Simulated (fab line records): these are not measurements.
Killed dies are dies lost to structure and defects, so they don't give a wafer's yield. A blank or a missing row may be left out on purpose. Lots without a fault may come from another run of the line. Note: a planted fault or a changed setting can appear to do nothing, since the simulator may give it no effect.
Matching of chambers | flow nand_harc | NHARC_P_GATE_DESCUM_48 on rie_diel-12 has 4 sister chambers
The step chemistry O2, time 3 s. 16 wafers are shown with their chamber, then 8 later ones without.

## WAFERS PAIRED WITH THEIR CHAMBERS
wafer  | chamber | showerhead_plenum_p_Torr (Torr) | drypump_motor_current_A (A) | throttle_valve_pct (%)
L075.2 | 0       | 1.98                            | 5.6                         | 11.322
L075.5 | 3       | 1.91                            | 6.6                         | 11.311
L075.6 | 2       | 1.86                            | 5.2                         | 11.314
L076.2 | 1       | 1.89                            | 5.9                         | 11.295
L076.3 | 2       | 1.86                            | 5.2                         | 11.320
L076.6 | 0       | 1.98                            | 5.6                         | 11.331
L077.2 | 1       | 1.89                            | 6.0                         | 11.317
L077.3 | 3       | 1.91                            | 6.7                         | 11.306
L077.4 | 0       | 1.98                            | 5.6                         | 11.285
L078.3 | 0       | 1.98                            | 5.5                         | 11.297
L078.4 | 3       | 1.91                            | 6.6                         | 11.298
L078.6 | 1       | 1.89                            | 6.0                         | 11.300
L084.1 | 3       | 1.90                            | 6.6                         | 11.322
L084.3 | 2       | 1.86                            | 5.2                         | 11.327
L084.4 | 1       | 1.88                            | 5.9                         | 11.303
L085.3 | 2       | 1.86                            | 5.2                         | 11.314

SIGNATURES (averages over the wafers above)
reading                  | chamber 0 | chamber 1 | chamber 2 | chamber 3 | scatter within a chamber
showerhead_plenum_p_Torr | 1.9800    | 1.8875    | 1.8600    | 1.9075    | 0.00354
drypump_motor_current_A  | 5.575     | 5.950     | 5.200     | 6.625     | 0.0456
throttle_valve_pct       | 11.30875  | 11.30375  | 11.31875  | 11.30925  | 0.0131
Rule: a wafer lies at a distance from a chamber equal to the root of the sum of squares, over the readings, of (its reading less the chamber's mean, divided by the reading's scatter). If the next closest chamber is less than 2 further off than the closest, the wafer can't be placed; otherwise it belongs to the closest. How the scatter is found: for the shown wafers, subtract from each reading the mean of its chamber, square and add these, divide the total by (wafers less chambers), then take the root.

## WAFERS WHOSE CHAMBER IS MISSING
wafer  | showerhead_plenum_p_Torr (Torr) | drypump_motor_current_A (A) | throttle_valve_pct (%)
L085.5 | 1.88                            | 5.9                         | 11.328
L085.6 | 1.86                            | 5.2                         | 11.305
L087.1 | 1.88                            | 5.9                         | 11.315
L087.4 | 1.98                            | 5.6                         | 11.315
L087.6 | 1.88                            | 5.9                         | 11.312
L092.1 | 1.98                            | 5.6                         | 11.311
L092.3 | 1.88                            | 6.0                         | 11.317
L092.5 | 1.88                            | 5.9                         | 11.319

## EACH ONE'S CHAMBER
wafer  | from the rows above | in truth
L085.5 | 1                   | 1
L085.6 | 2                   | 2
L087.1 | 1                   | 1
L087.4 | 0                   | 0
L087.6 | 1                   | 1
L092.1 | 0                   | 0
L092.3 | 1                   | 1
L092.5 | 1                   | 1
Placed correctly: 8 of 8. Not placeable from these rows: 0. Wrongly placed: 0.
